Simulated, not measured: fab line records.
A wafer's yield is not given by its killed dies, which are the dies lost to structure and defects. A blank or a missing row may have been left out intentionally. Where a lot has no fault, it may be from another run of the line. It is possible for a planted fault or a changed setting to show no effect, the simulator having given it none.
fab line records	flow nand_harc
record lots=14	wafers=42	last_day=34
route steps=1302 shown P_M2@329
lots that met no fault: from a run of the same line without faults
start_h: hours from the record's opening day to when the first of the lot's shown wafers began	wait_h: how many hours have passed since the lot's step before this one	" unchanged from the row above	L1.1+2: a single row standing in for several wafers	- either no value or no given start	* or withheld: withheld	< > ~ a bound
route shown NAME@n: a module of which the file shows steps, and the number in the route of the first	usual: average and standard deviation across the fault-free wafers	same: alike in all rows	chamber/n: place in a boat	sites: each site's reading	_std_site: the values' standard deviation	_edge_site: the outer-site mean with the inner-site mean subtracted	radius_mm: for every site, how far away it sits from the centre of the wafer	mask NAME#n: copy n	behind: tool/chamber where the wafer was last shaped	hold: the reason the lot was held/the length of the hold in hours/how it ended	device: the n, p or np transistor that did not switch	end of line: tests run on the same wafers once the route is complete	a step given without rows: its recipe and nothing more	killed: the dies lost at the first sort to structure and to defects; this is not the yield of the wafer	map: shows each die of a wafer: x if killed, . if not, _ if none is there
set.NAME: the setting as run; set.NAME@STEP: as run at that earlier step	model.NAME: the simulator's own value behind a step, which no gauge read
steps of the route over a sample of lots; a table a step, a row a wafer
services: from which hour (start_h, from the record's first day; less than 0 if before it) a tool's chamber was out of use, for how many hours, and why
## steps
# step NHARC_P_M2_OVL_MEAS_10
# recipe pitch_nm=340
# usual overlay_x_nm=0.0/1	overlay_y_nm=0.0/0.84
lot.wafer	tool	chamber	start_h	wait_h	overlay_x_nm	overlay_y_nm
L482.1	overlay-01	-	149.40	-	-0.1	-1.7
L482.4	"	-	"	"	1.0	-2.1
L482.6	"	-	"	"	0.4	-1.7
L483.1	overlay-01	-	149.64	-	0.1	0.2
L483.5	"	-	"	"	0.1	-0.5
L483.6	"	-	"	"	0.4	0.0
L486.2	overlay-02	-	174.09	-	0.4	-0.8
L486.3	"	-	"	"	1.0	-1.0
L486.6	"	-	"	"	0.4	-1.1
L489.2	overlay-01	-	213.39	-	-0.7	-1.1
L489.3	"	-	"	"	-0.5	-0.9
L489.6	"	-	"	"	0.1	-0.7
L490.1	overlay-02	-	217.57	-	2.3	0.3
L490.4	"	-	"	"	1.8	-0.5
L490.6	"	-	"	"	2.1	-0.3
L491.1	overlay-01	-	234.62	-	-0.6	-1.0
L491.2	"	-	"	"	-0.1	-1.0
L491.6	"	-	"	"	0.0	-1.1
L493.1	overlay-02	-	256.86	-	-0.6	0.1
L493.2	"	-	"	"	-0.8	0.0
L493.5	"	-	"	"	-0.9	0.4
L494.3	overlay-01	-	262.04	-	0.1	-1.3
L494.5	"	-	"	"	0.4	-0.9
L494.6	"	-	"	"	0.8	-1.1
L496.1	overlay-02	-	278.48	-	-0.5	1.4
L496.2	"	-	"	"	0.0	0.8
L496.4	"	-	"	"	-0.8	1.1
L497.1	overlay-02	-	292.50	-	0.5	0.2
L497.2	"	-	"	"	0.3	-0.1
L497.5	"	-	"	"	-0.1	0.0
L499.1	overlay-02	-	305.23	-	1.4	-0.5
L499.3	"	-	"	"	1.5	-1.5
L499.4	"	-	"	"	0.8	-0.8
L501.1	overlay-02	-	327.72	-	0.1	0.9
L501.4	"	-	"	"	0.0	0.7
L501.5	"	-	"	"	0.9	0.4
L503.2	overlay-02	-	358.15	-	-1.8	-0.5
L503.3	"	-	"	"	-1.1	-0.4
L503.6	"	-	"	"	-1.7	-0.5
L504.3	overlay-01	-	366.35	-	-2.9	0.6
L504.5	"	-	"	"	-2.7	0.9
L504.6	"	-	"	"	-2.7	0.8
# step NHARC_P_M2_INSPECT_11
# usual raw_defect_count=5/3
lot.wafer	tool	chamber	start_h	wait_h	raw_defect_count
L482.1	defect_inspect-01	-	149.43	0.0	2
L482.4	"	-	"	"	0
L482.6	"	-	"	"	4
L483.1	defect_inspect-01	-	149.68	0.0	1
L483.5	"	-	"	"	3
L483.6	"	-	"	"	7
L486.2	defect_inspect-01	-	174.13	0.0	4
L486.3	"	-	"	"	1
L486.6	"	-	"	"	2
L489.2	defect_inspect-01	-	213.43	0.0	11
L489.3	"	-	"	"	8
L489.6	"	-	"	"	3
L490.1	defect_inspect-01	-	217.60	0.0	2
L490.4	"	-	"	"	3
L490.6	"	-	"	"	5
L491.1	defect_inspect-01	-	234.66	0.0	10
L491.2	"	-	"	"	3
L491.6	"	-	"	"	4
L493.1	defect_inspect-01	-	256.90	0.0	10
L493.2	"	-	"	"	6
L493.5	"	-	"	"	9
L494.3	defect_inspect-02	-	262.08	0.0	6
L494.5	"	-	"	"	11
L494.6	"	-	"	"	9
L496.1	defect_inspect-02	-	278.51	0.0	1
L496.2	"	-	"	"	2
L496.4	"	-	"	"	3
L497.1	defect_inspect-02	-	292.53	0.0	3
L497.2	"	-	"	"	9
L497.5	"	-	"	"	4
L499.1	defect_inspect-01	-	305.27	0.0	3
L499.3	"	-	"	"	3
L499.4	"	-	"	"	4
L501.1	defect_inspect-02	-	327.76	0.0	4
L501.4	"	-	"	"	2
L501.5	"	-	"	"	0
L503.2	defect_inspect-02	-	358.19	0.0	4
L503.3	"	-	"	"	7
L503.6	"	-	"	"	6
L504.3	defect_inspect-02	-	366.39	0.0	1
L504.5	"	-	"	"	5
L504.6	"	-	"	"	2
# step NHARC_P_M2_STRIP_18
# recipe power_w=1000	n2_flow_sccm=150	h2_flow_sccm=150	ar_flow_sccm=0	bias_w=0	chemistry=N2/H2
# usual chamber_pressure_mTorr=30.004/0.026	drypump_motor_current_A=5.9/0.58	n2_flow_sccm=150.0/0.4	oes_product_au=0.996/0.0097	rf_vpp_V=90.7/1	showerhead_plenum_p_Torr=2.07/0.077	throttle_valve_pct=14.171/0.0094
lot.wafer	tool	chamber	start_h	wait_h	chamber_pressure_mTorr	drypump_motor_current_A	n2_flow_sccm	oes_product_au	rf_hours_counter_h	rf_vpp_V	showerhead_plenum_p_Torr	throttle_valve_pct
L482.4	rie_diel-01	2	149.90	0.1	30.020	6.8	150.0	0.997	3.8	91.3	2.04	14.164
L482.1	"	3	"	"	29.994	5.6	149.4	0.988	3.1	90.9	2.12	14.171
L482.6	"	2	"	"	29.981	6.8	149.8	1.001	-	90.8	2.03	14.177
L483.1	rie_diel-13	0	150.19	0.1	29.998	6.3	150.1	1.005	6.9	89.5	2.03	14.172
L483.6	"	1	"	"	29.947	4.8	150.2	0.980	-	90.0	2.13	14.177
L483.5	"	2	"	"	30.019	6.5	150.8	0.989	-	89.7	2.05	14.167
L486.2	rie_diel-01	0	174.64	0.1	30.002	5.9	150.0	0.998	5.4	88.2	1.93	14.177
L486.3	"	1	"	"	29.987	5.4	149.5	1.004	4.1	91.6	2.18	14.182
L486.6	"	0	"	"	30.036	5.9	150.0	0.992	-	88.8	1.93	14.171
L489.3	rie_diel-01	2	213.90	0.1	30.028	6.8	150.7	0.995	0.0	91.2	2.03	14.172
L489.2	"	0	"	"	29.966	5.9	150.2	0.996	0.0	90.8	1.93	14.167
L489.6	"	1	"	"	30.001	5.4	150.9	0.987	-	89.8	2.18	14.182
L490.1	rie_diel-13	3	218.07	0.1	29.955	6.1	150.0	1.013	2.6	89.4	2.08	14.156
L490.4	"	1	"	"	29.941	4.8	150.6	1.000	2.3	89.5	2.12	14.153
L490.6	"	3	"	"	30.046	6.1	150.3	1.012	-	91.4	2.08	14.161
L491.1	rie_diel-13	3	235.15	0.1	30.027	6.1	150.2	1.017	3.5	90.2	2.08	14.184
L491.2	"	0	"	"	29.960	6.2	150.0	1.003	4.0	92.1	2.03	14.182
L491.6	"	2	"	"	30.003	6.5	149.7	0.981	-	90.3	2.05	14.159
L493.1	rie_diel-08	3	257.44	0.1	29.986	6.6	150.0	1.013	4.2	89.7	1.99	14.162
L493.2	"	0	"	"	30.028	6.3	150.1	0.991	4.4	91.0	1.99	14.170
L493.5	"	1	"	"	29.974	5.4	149.2	0.987	-	89.8	2.03	14.177
L494.3	rie_diel-08	0	262.57	0.1	29.969	6.3	150.0	0.974	4.5	89.6	1.99	14.172
L494.5	"	2	"	"	29.998	5.8	150.0	0.985	-	92.6	2.18	14.176
L494.6	"	3	"	"	30.015	6.6	149.3	1.004	-	89.9	1.99	14.162
L496.4	rie_diel-13	0	278.95	0.1	29.976	6.2	150.0	1.010	6.4	89.7	2.03	14.188
L496.1	"	2	"	"	29.985	6.5	150.0	1.001	3.2	89.8	2.05	14.158
L496.2	"	3	"	"	30.019	6.1	150.2	1.006	5.8	93.2	2.08	14.161
L497.1	rie_diel-13	3	293.03	0.1	29.979	6.1	150.0	1.029	7.3	91.6	2.08	14.147
L497.2	"	0	"	"	30.061	6.3	150.9	1.018	7.9	89.6	2.03	14.169
L497.5	"	1	"	"	30.014	4.9	150.1	1.000	-	90.3	2.12	14.172
L499.4	rie_diel-01	2	305.71	0.1	29.962	6.8	149.7	0.995	7.0	89.9	2.03	14.170
L499.1	"	3	"	"	29.979	5.6	149.7	1.005	6.2	92.2	2.11	14.177
L499.3	"	0	"	"	30.028	5.9	150.2	0.990	4.3	90.4	1.93	14.167
L501.1	rie_diel-13	2	328.28	0.1	30.013	6.5	150.1	1.004	7.0	89.4	2.05	14.184
L501.5	"	1	"	"	30.044	4.9	149.6	0.996	-	91.6	2.12	14.164
L501.4	"	3	"	"	30.044	6.1	149.4	1.005	-	90.4	2.08	14.170
L503.2	rie_diel-13	1	358.63	0.1	30.012	4.8	150.1	0.988	0.2	91.3	2.12	14.154
L503.3	"	2	"	"	29.962	6.5	150.0	1.011	0.2	90.0	2.05	14.168
L503.6	"	3	"	"	29.997	6.1	150.2	1.004	-	90.5	2.08	14.163
L504.3	rie_diel-08	0	366.83	0.1	29.967	6.3	149.8	0.993	10.5	90.1	1.99	14.175
L504.6	"	1	"	"	29.996	5.4	149.7	0.991	-	90.9	2.03	14.175
L504.5	"	2	"	"	29.974	5.8	149.9	1.007	-	91.9	2.18	14.172
# step NHARC_P_M2_ETCH_28
# recipe target_depth_a=300	over_etch_frac=0.3	time_s=72.99	ion_energy_ev=150	cf4_flow_sccm=50	n2_flow_sccm=100	ar_flow_sccm=150	rf_w=300	bias_w=100	chemistry=CF4/N2
# usual bias_w=100.01/0.29	cf4_flow_sccm=49.98/0.15	chamber_pressure_mTorr=30.000/0.028	drypump_motor_current_A=5.9/0.58	n2_flow_sccm=99.97/0.29	oes_product_au=0.998/0.01	rf_vpp_V=314.7/1.6	showerhead_plenum_p_Torr=2.66/0.088	throttle_valve_pct=19.795/0.0087
lot.wafer	tool	chamber	start_h	wait_h	bias_w	cf4_flow_sccm	chamber_pressure_mTorr	drypump_motor_current_A	n2_flow_sccm	oes_product_au	rf_hours_counter_h	rf_vpp_V	showerhead_plenum_p_Torr	throttle_valve_pct
L482.4	rie_diel-01	3	150.13	-	100.20	50.11	30.006	5.6	100.70	0.991	3.1	315.6	2.72	19.804
L482.1	"	0	"	"	99.45	49.82	29.981	5.9	100.19	0.996	4.5	313.3	2.50	19.802
L482.6	"	2	"	"	100.12	49.88	29.978	6.8	99.89	1.003	-	315.0	2.62	19.798
L483.1	rie_diel-13	2	150.36	-	100.15	50.15	30.044	6.4	99.71	1.004	6.8	315.7	2.64	19.794
L483.6	"	2	"	"	100.47	49.84	29.978	6.5	100.01	0.995	-	315.9	2.64	19.811
L483.5	"	3	"	"	99.93	50.16	30.037	6.1	100.36	0.990	-	315.2	2.67	19.795
L486.3	rie_diel-01	3	174.87	-	99.86	49.75	29.974	5.6	99.53	0.982	4.7	316.1	2.72	19.786
L486.2	"	0	"	"	100.24	50.23	30.054	5.9	99.82	0.985	5.5	311.0	2.50	19.798
L486.6	"	2	"	"	100.28	50.43	29.976	6.8	99.95	0.979	-	314.4	2.62	19.794
L489.3	rie_diel-01	0	214.12	-	99.41	50.06	29.934	5.9	100.24	0.991	0.1	312.3	2.50	19.788
L489.2	"	2	"	"	100.27	50.10	30.038	6.8	99.31	1.001	0.1	313.6	2.62	19.790
L489.6	"	0	"	"	99.94	50.02	30.054	5.9	100.38	0.994	-	310.8	2.50	19.798
L490.1	rie_diel-13	2	218.29	-	-	-	-	-	-	-	-	-	-	-
L490.4	"	3	"	"	-	-	-	-	-	-	-	-	-	-
L490.6	"	1	"	"	-	-	-	-	-	-	-	-	-	-
L491.1	rie_diel-13	1	235.34	-	-	-	-	-	-	-	-	-	-	-
L491.2	"	3	"	"	-	-	-	-	-	-	-	-	-	-
L491.6	"	0	"	"	-	-	-	-	-	-	-	-	-	-
L493.1	rie_diel-08	0	257.62	-	99.87	50.11	30.054	6.3	99.96	0.984	4.4	314.4	2.57	19.799
L493.2	"	3	"	"	100.38	49.91	29.994	6.5	99.41	0.995	4.2	313.3	2.56	19.790
L493.5	"	0	"	"	100.19	50.09	30.011	6.3	100.10	0.990	-	312.9	2.57	19.797
L494.3	rie_diel-08	3	262.78	-	100.25	50.01	30.046	6.6	99.65	1.005	4.3	312.1	2.56	19.790
L494.6	"	0	"	"	99.50	50.10	29.973	6.3	100.01	0.988	-	314.2	2.57	19.796
L494.5	"	1	"	"	99.77	49.84	29.959	5.4	100.20	1.000	-	313.1	2.62	19.782
L496.2	rie_diel-13	0	279.19	-	99.88	50.06	29.981	6.3	100.22	1.008	6.4	312.5	2.61	19.803
L496.1	"	1	"	"	99.57	49.95	30.009	4.9	100.17	1.007	5.7	316.1	2.72	19.800
L496.4	"	2	"	"	100.08	49.96	30.018	6.5	100.48	0.994	3.3	313.7	2.64	19.802
L497.1	rie_diel-13	3	293.23	-	100.23	50.07	29.998	6.1	99.81	1.025	7.3	314.3	2.67	19.809
L497.2	"	0	"	"	100.48	50.01	29.970	6.2	100.03	1.009	8.0	314.1	2.61	19.794
L497.5	"	1	"	"	100.22	49.75	30.005	4.8	100.04	1.001	-	316.3	2.72	19.807
L499.3	rie_diel-01	0	305.96	-	99.77	49.85	29.955	5.9	99.86	1.000	4.3	310.5	2.49	19.805
L499.1	"	1	"	"	99.45	50.19	29.996	5.4	99.78	1.001	4.8	316.9	2.79	19.782
L499.4	"	2	"	"	99.90	49.77	30.038	6.8	100.47	1.000	7.0	313.9	2.62	19.803
L501.1	rie_diel-13	2	328.53	-	99.96	49.97	30.002	6.5	99.63	1.015	7.0	314.3	2.64	19.789
L501.4	"	2	"	"	99.88	50.02	30.012	6.5	99.90	1.006	-	314.5	2.64	19.778
L501.5	"	1	"	"	100.46	49.90	29.997	4.9	100.24	0.998	-	315.4	2.72	19.781
L503.3	rie_diel-13	1	358.93	-	99.56	50.07	29.963	4.9	99.99	0.990	0.3	317.1	2.72	19.804
L503.2	"	2	"	"	100.21	49.82	30.007	6.5	100.12	1.008	0.2	315.2	2.64	19.805
L503.6	"	3	"	"	100.29	50.18	30.000	6.1	99.80	1.016	-	315.4	2.67	19.783
L504.3	rie_diel-08	1	367.12	-	100.01	49.90	29.992	5.4	99.98	0.979	8.4	313.9	2.62	19.786
L504.6	"	1	"	"	99.74	50.00	29.958	5.4	99.90	0.997	-	314.7	2.62	19.798
L504.5	"	0	"	"	99.88	50.10	30.014	6.3	100.05	0.991	-	313.0	2.57	19.800
## services
tool	chamber	start_h	hours	kind
rie_diel-13	0	144.08	-	clean
rie_diel-13	1	144.08	-	clean
rie_diel-13	2	144.08	-	clean
rie_diel-13	3	144.08	-	clean
rie_diel-13	2	161.37	24.0	repair
rie_diel-13	-	165.00	9.0	pm
rie_diel-13	0	165.00	9.0	vent_cycle
rie_diel-13	1	165.00	9.0	vent_cycle
rie_diel-13	3	165.00	9.0	vent_cycle
rie_diel-08	-	184.75	0.2	repair
rie_diel-08	-	190.94	9.0	pm
rie_diel-01	-	203.80	9.0	pm
rie_diel-13	-	219.85	0.7	repair
rie_diel-01	1	245.66	4.3	repair
rie_diel-13	2	246.43	11.5	repair
rie_diel-08	-	248.43	4.3	repair
rie_diel-13	3	259.19	2.5	repair
rie_diel-08	0	295.66	2.7	repair
rie_diel-08	1	308.39	10.7	repair
rie_diel-13	0	312.82	31.4	repair
rie_diel-01	2	318.71	13.5	repair
rie_diel-13	-	342.00	9.0	pm
rie_diel-13	0	357.28	3.9	repair
rie_diel-08	3	364.20	11.9	repair
## key
first_sign step=NHARC_P_M2_ETCH_28	reading=tool_record	direction=missing
effect none on later readings
met_at NHARC_P_M2_ETCH_28
struck_lots L490,L491
later_rows_left_out L490.1,L490.4,L490.6,L491.1,L491.2,L491.6
sort_left_out L490.1,L490.4,L490.6,L491.1,L491.2,L491.6
not_acting_at NHARC_P_M2_OVL_MEAS_10,NHARC_P_M2_INSPECT_11,NHARC_P_M2_STRIP_18
onset_between 150.36 218.29
fault kind=skipped_step_whole	tool=rie_diel-13	chamber=-	onset_h=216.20	steps=NHARC_P_M2_ETCH_28	scope=struck_lots_only
# sort_left_out: the simulated sort isn't trusted on such a fault, so these wafers' sort isn't shown, and their yield isn't known
# later_rows_left_out: the simulator's readings of these wafers behind a module that went badly wrong aren't trusted and aren't shown, but for the sort
